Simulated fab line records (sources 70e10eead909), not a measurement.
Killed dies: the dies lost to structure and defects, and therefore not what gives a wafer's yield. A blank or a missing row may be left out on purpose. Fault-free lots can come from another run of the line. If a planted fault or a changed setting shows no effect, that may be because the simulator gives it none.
Which tool did it? + flow nand harc + 6 lots, 16 wafers sampled, at 5 steps of a route of 1302

== WHAT EACH GAUGE READ, for each wafer ==
NHARC_END_SORT_01.
| lot  | measured     | on        | defect limited yield (%) |
|------|--------------|-----------|--------------------------|
| L311 | day 26 18:53 | prober-01 | 88                       |

== TOOL THAT RAN EACH LOT (tool first, then ch and the chambers of the sampled wafers, then the start) ==
| lot  | NHARC_P_M1_ETCH_35                 | NHARC_P_M1_ETCH_28                            | NHARC_P_M1_PVD_20                       | NHARC_P_M1_CMP_23             |
|------|------------------------------------|-----------------------------------------------|-----------------------------------------|-------------------------------|
| L307 | rie diel-07 ch 0,1,2, day 6 16:12  | rie diel-07 ch 1,2,3, day 6 18:13 or earlier  | pvd sputter-03, day 6 18:13 or earlier  | cmp-03 ch 0,1,3, day 6 18:13  |
| L311 | rie diel-07 ch 3, day 8 12:22      | rie diel-11 ch 1, day 8 14:34 or earlier      | pvd sputter-01, day 8 14:34 or earlier  | cmp-03 ch 1, day 8 14:34      |
| L320 | rie diel-07 ch 0,1,3, day 12 09:40 | rie diel-04 ch 0,1,3, day 12 11:41 or earlier | pvd sputter-02, day 12 11:41 or earlier | cmp-04 ch 0,1,3, day 12 11:41 |
| L322 | rie diel-07 ch 1,2,3, day 12 23:02 | rie diel-07 ch 0,2,3, day 13 01:03 or earlier | pvd sputter-01, day 13 01:03 or earlier | cmp-04 ch 2,3, day 13 01:03   |
| L324 | rie diel-07 ch 0,1,3, day 13 21:26 | rie diel-11 ch 0,1,3, day 13 23:27 or earlier | pvd sputter-03, day 13 23:27 or earlier | cmp-04 ch 0,2, day 13 23:27   |
| L326 | rie diel-07 ch 0,1,3, day 14 13:23 | rie diel-07 ch 2,3, day 14 15:36 or earlier   | pvd sputter-02, day 14 15:36 or earlier | cmp-03 ch 0,1,3, day 14 15:36 |
- NHARC_P_M1_ETCH_35: etches the open film in N2/H2, target depth 40 nm, overetch 12 nm, time 43.94 s.
- NHARC_P_M1_ETCH_28: etches the open film in CF4/N2, target depth 30 nm, time 72.99 s.
- NHARC_P_M1_PVD_20: deposits TaN, target thk 5 nm, time 8.06 s.
- NHARC_P_M1_CMP_23: polishes, t overpolish 20 s, target thk 157.82 nm.

== THE ANSWER, worked out from the rows above alone ==
Rule: what is usual is taken from the lots themselves. The widest of any qualifying gaps counts: lots, ordered by their means at a reading, are off when they make up no more than a third of the lots, leave a main group of 4 or more, and stand apart from it by 3 or more times the standard deviation of that group's means. A main group is skipped when, at the precision printed for the reading in the tables above, its means are all equal. A lot without any number at a reading at which 4 lots or more have one is off too. Where the step has rows for the other lots, those lots are counted as sound.
No lot is off at any reading shown: from this, nothing can be told.

== WHAT WAS PUT IN BY THE SIMULATOR ==
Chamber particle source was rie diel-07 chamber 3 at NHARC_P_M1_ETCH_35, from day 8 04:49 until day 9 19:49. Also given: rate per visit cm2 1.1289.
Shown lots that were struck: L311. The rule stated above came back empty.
